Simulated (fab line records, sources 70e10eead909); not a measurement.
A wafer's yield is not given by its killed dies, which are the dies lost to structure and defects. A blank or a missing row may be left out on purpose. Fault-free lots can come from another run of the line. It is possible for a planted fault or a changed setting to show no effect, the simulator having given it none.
A struck lot beside a sound one | flow nand-harc | 15 out of 1302 route steps
Sound: the wafers L569.1, L569.2, L569.4. Struck: wafer L588.6 (L588.2, L588.5, from the same lot, were not struck and are left out); the cause is given at the end.
At each step with rows: each side's tool, then ch and its chambers, then its first start. Under that, the readings that differ: sound wafers | struck wafers | difference of the means | sigmas: that difference in standard deviations of wafers without a fault.
alike: words and numbers the same on both sides, and readings whose means are apart by under 2 such deviations; not compared: readings that were withheld, readings missing a value for some wafer, numbers with overlapping values and no deviation given by the record, and bounds like >300 which may hide the same value.
A row with sigmas, a row that says differs or no value, or rows on one side alone: a step with any of these is where the two part. Non-overlapping numbers with no deviation appear without sigmas and do not part them. A reading missing from all wafers of one side parts the sides only when that side holds two or more wafers.

first, 8 steps without rows for these wafers: NHARC_THIN_TSV_DEHYDRATE_25 (time 120 s); NHARC_THIN_TSV_HMDS_26 (time 30 s); NHARC_THIN_TSV_COAT_27; NHARC_THIN_TSV_SOFTBAKE_28 (time 95 s); NHARC_THIN_TSV_EBR_29; NHARC_THIN_TSV_EXPOSE_30 (exposes mask PAD); NHARC_THIN_TSV_PEB_31 (peb time 85 s); NHARC_THIN_TSV_DEVELOP_32 (time 70 s).
NHARC_THIN_TSV_CD_MEAS_33: the cd target is 5000 nm.
  sound on cd-sem-03 ch 0, day 24 10:37; struck on cd-sem-01 ch 0, day 32 09:59
  alike: cd-nm
then, 1 step without rows for these wafers: NHARC_THIN_TSV_HARDBAKE_34 (time 80 s).
NHARC_THIN_TSV_DESCUM_35: chemistry O2, time 3 s.
  sound on rie-diel-03 ch 0,1,3, day 24 10:46; struck on rie-diel-04 ch 1, day 32 10:11
  reading            | sound     | struck | difference | sigmas
  mfc-ar-sccm (sccm) | 0.006 0 0 | 0.023  | +0.021     | +3
  alike: chamber-pressure-mTorr, drypump-motor-current-A, oes-product-au, rf-vpp-V, showerhead-plenum-p-Torr, throttle-valve-pct
  not compared: rf-hours-counter-h
NHARC_THIN_TSV_ETCH_59: etches the open film in Cl2/BCl3, target depth 880 nm, time 138.1 s.
  sound on rie-metal-03 ch 0,1, day 24 10:54; struck on rie-metal-03 ch 0, day 32 10:16
  alike: chamber-pressure-mTorr, drypump-motor-current-A, oes-product-au, rf-fwd-power-W, run-length-s, throttle-valve-pct
  not compared: rf-hours-counter-h
NHARC_THIN_TSV_ETCH_36: etches the open film in Cl2/BCl3, target depth 65 nm, time 18.571 s.
  sound on rie-metal-03 ch 0,1, day 24 11:10; struck on rie-metal-03 ch 1, day 32 10:32
  reading          | sound          | struck | difference | sigmas
  run-length-s (s) | 39.7 39.9 40.0 | 35.1   | -4.8       | -12
  alike: chamber-pressure-mTorr, drypump-motor-current-A, oes-product-au
  not compared: rf-hours-counter-h
NHARC_THIN_TSV_STRIP_56: strips in O2.
  sound on plasma-asher-01 ch 0,1, day 24 11:16; struck on plasma-asher-01 ch 1, day 32 10:40
  alike: drypump-motor-current-A, heater-power-w
  not compared: rf-hours-counter-h
NHARC_END_SORT_01:
  sound on prober-01 ch 0, day 24 20:23; struck on prober-02 ch 0, day 33 00:57
  reading                  | sound          | struck | difference | sigmas
  defect-limited-yield (%) | 89.8 88.0 89.1 | 94.2   | +5.2       | +2
  killed-at-array          | 63 78 66       | 33     | -36        | -2
  alike: killed-at-other, killed-at-periphery, killed-dies, killed-open, killed-short

== WHERE THEY PART ==
First at NHARC_THIN_TSV_DESCUM_35; last, within this record, at NHARC_END_SORT_01.

WHY: whatever the simulator had introduced
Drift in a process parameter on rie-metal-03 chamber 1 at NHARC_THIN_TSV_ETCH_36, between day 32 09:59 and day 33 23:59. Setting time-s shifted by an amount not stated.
